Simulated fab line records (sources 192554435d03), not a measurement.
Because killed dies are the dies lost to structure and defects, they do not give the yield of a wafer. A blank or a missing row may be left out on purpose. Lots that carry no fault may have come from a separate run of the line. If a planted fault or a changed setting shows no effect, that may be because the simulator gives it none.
Matching of chambers -- flow n5 finfet -- cmp-01 running N5_BEOL_M13_CMP_49: 4 sister chambers
The step polishes, stops on SiOC, t overpolish 17.1 s, target thk 420 nm. 4 wafers are shown with their chamber, then 9 later ones without.

== EACH WAFER AND ITS CHAMBER ==
wafer,chamber,motor current A (A)
L084.2,3,5.5
L085.3,1,5.9
L087.1,0,5.6
L087.6,2,6.0

== WAFERS WITHOUT THEIR CHAMBER ==
wafer,motor current A (A)
L093.1,5.6
L093.3,5.8
L093.4,6.3
L091.2,6.4
L091.5,5.8
L091.6,5.6
L097.1,6.0
L097.3,5.1
L097.5,5.7

== THE CHAMBER EACH PASSED THROUGH ==
wafer,from the rows above,in truth
L093.1,can't be placed: 0 or 3 or 1 or 2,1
L093.3,can't be placed: 1 or 0 or 2 or 3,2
L093.4,can't be placed: 2 or 1 or 0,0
L091.2,can't be placed: 2 or 1 or 0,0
L091.5,can't be placed: 1 or 0 or 2 or 3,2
L091.6,can't be placed: 0 or 3 or 1 or 2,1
L097.1,can't be placed: 2 or 1 or 0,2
L097.3,can't be placed: 3 or 0 or 1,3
L097.5,can't be placed: 0 or 1 or 3 or 2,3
Correctly placed: 0 of 9. These rows do not allow placing 9 (true chamber among the candidates in 9). Wrongly placed: 0.
How it was worked out, from the rows above alone: a wafer's distance from a chamber is the root of the sum, over the readings, of the square of ((its reading less the chamber's mean) divided by the reading's scatter). If the next closest chamber is less than 2 further off than the closest, the wafer can't be placed; otherwise it belongs to the closest. A chamber's mean is the mean of its shown wafers. The scatter: root of mean squared gap, hidden wafer to nearest shown wafer, with one shown wafer a chamber.
